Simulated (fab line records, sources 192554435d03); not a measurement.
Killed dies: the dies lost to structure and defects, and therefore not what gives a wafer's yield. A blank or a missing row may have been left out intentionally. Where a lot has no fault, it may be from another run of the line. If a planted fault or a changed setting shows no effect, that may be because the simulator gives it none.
Which of the tools did it?	flow n5_finfet	33 wafers from 11 lots sampled at 5 of the route's 1938 steps

== WHAT EACH GAUGE READ, for each wafer ==
The record lacks any reading of a measuring or inspecting step that a usual standard deviation could be used to judge.

== TOOL THAT RAN EACH LOT (tool first, then ch and the chambers of the sampled wafers, then the start) ==
lot	N5_HKMG_FIN_STRIP_89	N5_PASSIVATION_PRE_CLEAN_19	N5_PASSIVATION_SPUTTER_20	N5_PASSIVATION_AL_DEP_21	N5_PASSIVATION_PROBE_49
L615	rie_diel-03 ch 1,3, day 4 07:37	pvd_sputter-01, day 12 01:37	pvd_sputter-01, day 12 01:39	pvd_sputter-01, day 12 01:45	prober-01, day 12 08:10
L616	rie_diel-03 ch 0,2, day 4 12:32	pvd_sputter-01, day 12 13:55	pvd_sputter-01, day 12 13:57	pvd_sputter-01, day 12 14:03	prober-02, day 12 19:46
L618	rie_diel-03 ch 1,2,3, day 4 22:14	pvd_sputter-01, day 12 22:42	pvd_sputter-01, day 12 22:44	pvd_sputter-01, day 12 22:50	prober-01, day 13 04:12
L619	rie_diel-06 ch 1,2,3, day 5 04:38	pvd_sputter-01, day 12 23:34	pvd_sputter-01, day 12 23:36	pvd_sputter-01, day 12 23:42	prober-02, day 13 05:10
L620	rie_diel-06 ch 1,3, day 5 09:40	pvd_sputter-03, day 13 05:20	pvd_sputter-03, day 13 05:22	pvd_sputter-03, day 13 05:28	prober-01, day 13 10:57
L621	rie_diel-06 ch 0,1,2, day 5 16:38	pvd_sputter-01, day 13 09:22	pvd_sputter-01, day 13 09:25	pvd_sputter-01, day 13 09:31	prober-02, day 13 15:29
L623	rie_diel-06 ch 0,1,2, day 6 07:37	pvd_sputter-01, day 13 20:17	pvd_sputter-01, day 13 20:20	pvd_sputter-01, day 13 20:26	prober-02, day 14 02:01
L625	rie_diel-03 ch 1,2,3, day 6 18:18	pvd_sputter-01, day 14 23:26	pvd_sputter-01, day 14 23:29	pvd_sputter-01, day 14 23:35	prober-02, day 15 05:19
L631	rie_diel-03 ch 1,2,3, day 8 05:17	pvd_sputter-03, day 16 02:09	pvd_sputter-03, day 16 02:11	pvd_sputter-03, day 16 02:17	prober-01, day 16 07:57
L632	rie_diel-03 ch 0,1,3, day 8 09:32	pvd_sputter-02, day 16 10:20	pvd_sputter-02, day 16 10:22	pvd_sputter-02, day 16 10:28	prober-01, day 16 16:11
L617	rie_diel-06 ch 0,1,3, day 9 03:29	pvd_sputter-03, day 17 18:26	pvd_sputter-03, day 17 18:29	pvd_sputter-03, day 17 18:35	prober-01, day 18 00:07
- N5_HKMG_FIN_STRIP_89: strips SOC in N2/H2, time 20 s.
- N5_PASSIVATION_PRE_CLEAN_19
- N5_PASSIVATION_SPUTTER_20: material TaN, target thk 50 nm.
- N5_PASSIVATION_AL_DEP_21: deposits Al, target thk 2800 nm, time 170 s.
- N5_PASSIVATION_PROBE_49

== AS READ BY THE TOOLS THEMSELVES (means over the sampled wafers that have a number; for cases with no such wafer, the mark the record gives instead) ==
N5_HKMG_FIN_STRIP_89. Usual: drypump_motor_current_A 5.6 A, standard deviation 0.33; oes_product_au 0.77 a.u., standard deviation 0.068; rf_vpp_V 54.3 V, standard deviation 0.83; showerhead_plenum_p_Torr 3.41 Torr, standard deviation 0.089; throttle_valve_pct 19.1 %, standard deviation 0.49.
lot	tool	drypump_motor_current_A (A)	oes_product_au (a.u.)	rf_vpp_V (V)	showerhead_plenum_p_Torr (Torr)	throttle_valve_pct (%)	flag
L615	rie_diel-03	5.4	0.77	54.9	3.39	19.0	
L616	rie_diel-03	6.0	0.72	55.3	3.36	18.7	
L618	rie_diel-03	5.8	0.75	55.1	3.37	18.8	
L619	rie_diel-06	5.4	0.78	55.3	3.46	19.4	
L620	rie_diel-06	5.4	0.74	55.3	3.47	19.5	
L621	rie_diel-06	5.7	0.82	53.4	3.37	18.8	
L623	rie_diel-06	5.7	0.81	54.6	3.37	18.8	
L625	rie_diel-03	5.8	0.74	53.5	3.36	18.8	
L631	rie_diel-03	5.7	0.74	54.8	3.35	18.9	
L632	rie_diel-03	5.4	0.72	54.0	3.38	19.0	
L617	rie_diel-06	5.5	0.76	54.6	3.39	19.3	

N5_PASSIVATION_PRE_CLEAN_19. Usual: 448 W for heater_power_w, sd 37.
lot	tool	heater_power_w (W)	flag
L615	pvd_sputter-01	438	
L616	pvd_sputter-01	447	
L618	pvd_sputter-01	448	
L619	pvd_sputter-01	454	
L620	pvd_sputter-03	462	
L621	pvd_sputter-01	440	
L623	pvd_sputter-01	425	
L625	pvd_sputter-01	480	
L631	pvd_sputter-03	413	
L632	pvd_sputter-02	459	
L617	pvd_sputter-03	436	

N5_PASSIVATION_SPUTTER_20. Usual: substrate_temp_c 25.00 C, standard deviation 0.11; throttle_valve_pct 29.4 %, standard deviation 1.3.
lot	tool	substrate_temp_c (C)	throttle_valve_pct (%)	flag
L615	pvd_sputter-01	25.03	29.8	
L616	pvd_sputter-01	24.97	29.0	
L618	pvd_sputter-01	25.05	29.9	
L619	pvd_sputter-01	24.97	29.7	
L620	pvd_sputter-03	25.10	28.4	
L621	pvd_sputter-01	25.17	29.0	
L623	pvd_sputter-01	24.98	28.5	
L625	pvd_sputter-01	25.05	29.2	
L631	pvd_sputter-03	25.01	28.5	
L632	pvd_sputter-02	24.97	30.4	
L617	pvd_sputter-03	25.04	28.9	

N5_PASSIVATION_AL_DEP_21. Usual: substrate_temp_c 399.99 C, standard deviation 0.26; throttle_valve_pct 29.4 %, standard deviation 1.3.
lot	tool	substrate_temp_c (C)	throttle_valve_pct (%)	flag
L615	pvd_sputter-01	399.88	30.0	
L616	pvd_sputter-01	400.09	29.0	
L618	pvd_sputter-01	399.84	29.9	
L619	pvd_sputter-01	399.89	29.8	
L620	pvd_sputter-03	400.19	28.4	
L621	pvd_sputter-01	399.81	29.0	
L623	pvd_sputter-01	400.02	28.4	
L625	pvd_sputter-01	400.14	29.3	
L631	pvd_sputter-03	400.16	28.5	
L632	pvd_sputter-02	400.13	30.3	
L617	pvd_sputter-03	399.90	28.7	

N5_PASSIVATION_PROBE_49. Usual: defect_limited_yield 91.0 %, standard deviation 1.3; killed_at_M0_to_M3 33, standard deviation 10; killed_at_M4_up 14, standard deviation 5.6; killed_at_contacts 12, standard deviation 5.8; killed_at_front_end 43, standard deviation 11; killed_at_other 4.1, standard deviation 2.8; killed_dies 106, standard deviation 15; killed_open 70, standard deviation 12; killed_short 34, standard deviation 7.5; sort_bin_4_leakage 0.00 %, standard deviation 0.0099; sort_bin_5_function 5.3 %, standard deviation 0.88; sort_bin_6_memory 3.3 %, standard deviation 0.64; sort_n_pass 1074, standard deviation 15; sort_yield_pct 91.0 %, standard deviation 1.3.
lot	tool	defect_limited_yield (%)	killed_at_M0_to_M3	killed_at_M4_up	killed_at_contacts	killed_at_front_end	killed_at_other	killed_dies	killed_open	killed_short	sort_bin_4_leakage (%)	sort_bin_5_function (%)	sort_bin_6_memory (%)	sort_n_pass	sort_yield_pct (%)	flag
L615	prober-01	91.7	25	15	19	32	7.0	98	64	31	0.00	4.9	3.1	1082	91.7	
L616	prober-02	90.7	32	8	11	55	3.3	110	66	43	0.00	5.4	3.5	1070	90.7	
L618	prober-01	90.9	40	13	11	39	4.0	108	71	34	0.00	5.4	3.4	1072	90.9	
L619	prober-02	91.0	43	13	9	39	1.3	106	71	32	0.00	5.4	3.1	1074	91.0	
L620	prober-01	90.7	29	14	13	49	6.0	110	77	33	0.00	5.2	3.8	1070	90.7	
L621	prober-02	89.3	28	13	19	59	6.3	126	91	34	0.00	6.3	4.1	1054	89.3	
L623	prober-02	91.4	23	14	12	49	3.7	101	73	28	0.00	5.6	2.8	1079	91.4	
L625	prober-02	90.2	35	9	11	57	4.3	116	78	36	0.00	6.0	3.4	1064	90.2	
L631	prober-01	88.4	28	11	12	80	5.7	137	56	29	0.00	6.7	3.3	1043	88.4	OFF
L632	prober-01	87.7	18	21	12	92	3.0	146	62	33	0.03	7.5	3.5	1034	87.7	OFF
L617	prober-01	90.6	21	17	12	58	1.7	110	67	42	0.00	5.5	3.3	1070	90.6	

== THE ANSWER, worked out from the rows above alone ==
Rule: take the mean of a lot's wafers that have a number; if it is more than 3 standard deviations from the usual mean, the lot is off. Also off: a lot with no number at a reading for which 4 or more lots have one. Any other lot the step has rows for is counted as sound. Order of review: gauges by route order, followed by the tools' own readings, for which a lot's mean as printed above is used. At the first step where some lot is off, the reading lying furthest off is the one used; lots without a number count as furthest.
Off: L631, L632, at N5_PASSIVATION_PROBE_49 (killed_at_front_end).
A tool fits if, at that step or a process step before it, it ran every lot that is off, and no sound lot after the first of them. One candidate fits, namely rie_diel-03 at N5_HKMG_FIN_STRIP_89. A fault onset in the window from L625 (day 6 18:18, its last sound lot) to L631 (day 8 05:17, its first lot off) fits.

== WHAT THE SIMULATOR HAD PUT IN ==
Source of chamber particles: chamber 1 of rie_diel-03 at N5_HKMG_FIN_STRIP_89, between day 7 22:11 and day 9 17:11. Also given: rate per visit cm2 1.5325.
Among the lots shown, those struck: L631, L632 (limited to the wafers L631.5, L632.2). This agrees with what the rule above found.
